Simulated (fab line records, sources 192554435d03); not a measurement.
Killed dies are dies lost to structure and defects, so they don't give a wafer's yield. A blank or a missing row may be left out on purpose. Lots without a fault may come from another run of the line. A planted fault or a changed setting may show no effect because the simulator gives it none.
Split-lot experiment | flow n5_finfet | 7 lots, 21 wafers read, on a route of 1938 steps

THE SPLIT
At N5_BEOL_M8_ILD_DEP_00 (deposits SiCOH lowk from DEMS/porogen, target thk 179.75 nm, time 33.4 s), the setting time_s was moved away from the recipe's 33.4 s on 6 of the 21 wafers read, by -7.3% to +11.8%. The other wafers ran this setting at the recipe's value.

FROM THE SPLIT TO THE READING: what the file shows between them, 1 step
- N5_BEOL_M8_CURE_74: cures SiCOH lowk, time 240 s

THE READING
M8_ILD_THK, in nm, at N5_BEOL_M8_THK_MEAS_01. Fault-free wafers of this fab line usually give 155.0 nm, standard deviation 2.3 nm.

wafer  | tool, chamber at the split | time_s as run, s | against the recipe | M8_ILD_THK, nm | against lot-mates on the recipe
L077.2 | pecvd-04, 1                | 33.4             | recipe             | 156.8          | -
L077.3 | pecvd-04, 2                | 33.4             | recipe             | 154.7          | -
L077.6 | pecvd-04, 2                | 37.34            | +11.8%             | 175.5          | +19.8
L076.1 | pecvd-04, 0                | 33.4             | recipe             | 153.3          | -
L076.4 | pecvd-04, 0                | 33.4             | recipe             | 156.4          | -
L076.6 | pecvd-04, 1                | 33.4             | recipe             | 159.1          | -
L082.1 | pecvd-01, 2                | 30.97            | -7.3%              | 143.2          | -13.0
L082.4 | pecvd-01, 2                | 33.4             | recipe             | 156.2          | -
L082.5 | pecvd-01, 0                | 30.97            | -7.3%              | 145.0          | -11.2
L086.2 | pecvd-02, 1                | 33.4             | recipe             | 151.1          | -
L086.3 | pecvd-02, 0                | 33.4             | recipe             | 153.4          | -
L086.6 | pecvd-02, 1                | 30.96            | -7.3%              | 142.1          | -10.2
L093.1 | pecvd-01, 0,2              | 33.4             | recipe             | 153.4          | -
L093.2 | pecvd-01, 0,2              | 33.4             | recipe             | 153.2          | -
L093.6 | pecvd-01, 1                | 33.4             | recipe             | 157.6          | -
L094.1 | pecvd-01, 0                | 33.4             | recipe             | 154.6          | -
L094.3 | pecvd-01, 2                | 31.23            | -6.5%              | 145.8          | -9.7
L094.6 | pecvd-01, 0                | 33.4             | recipe             | 156.4          | -
L097.2 | pecvd-04, 2                | 33.4             | recipe             | 154.7          | -
L097.3 | pecvd-04, 1                | 35.83            | +7.3%              | 165.5          | +8.9
L097.5 | pecvd-04, 2                | 33.4             | recipe             | 158.5          | -
Where a row lists several chambers, the file gives one row for several wafers and doesn't say which wafer went through which chamber.

THE FIT
A straight line over all 21 wafers: M8_ILD_THK changes by +1.61 nm for each +1% of time_s; r = +0.96; the points scatter about the line by 2 nm.
The same after taking each lot's own level away (the mean of its wafers on the recipe; 21 wafers): +1.55 nm for each +1%; r = +0.97; scatter 1.7 nm.
On that fit, the largest move of time_s shifts the reading by 18 nm.
The lots' own levels span 152.25 to 156.60 nm, that is 1.9 times the standard deviation above.
So the lot-to-lot level changes the slope little: the two slopes agree.
Check: with one of the wafers moved furthest among these (+11.8%) left out of the fit, the line predicts +17.1 nm for it against its lot-mates. It came out at +19.8 nm against them.

OTHER SPLITS ON THESE WAFERS
These wafers also went through other splits before the reading. Each is held against what the fit with the lots' levels taken away leaves over:
other split on the same wafers    | wafers away from the commonest value | r with M8_ILD_THK (lot level and that fit taken away)
N5_BEOL_M4_SPUTTER_88 time_s      | 8                                    | +0.08
N5_BEOL_M6_HM_DEP_02 target_thk_a | 4                                    | +0.17
N5_BEOL_M6_COAT_63 spin_rpm       | 7                                    | +0.10
N5_BEOL_M6_COAT_22 spin_rpm       | 7                                    | -0.04

THE WHOLE CHAIN: every reading that the file lists as answering this split, in the file's order
step                   | what it does                                                             | reading                                                                                  | change (the file's fit)              | r (the file's)
N5_BEOL_M8_ILD_DEP_00  | deposits SiCOH lowk from DEMS/porogen, target thk 179.75 nm, time 33.4 s | SiCOH_lowk_of_BEOL_M8_ILD_DEP_00.thk_nm (the simulator's own value, which no gauge read) | +1.76 nm for each +1% of the setting | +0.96
N5_BEOL_M8_CURE_74     | cures SiCOH lowk, time 240 s                                             | SiCOH_lowk_of_BEOL_M8_ILD_DEP_00.thk_nm (the simulator's own value, which no gauge read) | +1.53 nm for each +1% of the setting | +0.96
N5_BEOL_M8_THK_MEAS_01 |                                                                          | M8_ILD_THK                                                                               | +1.54 for each +1% of the setting    | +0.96

THE FILE'S OWN FIT
M8_ILD_THK changes by +1.54 nm for each +1% of time_s, r = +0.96.
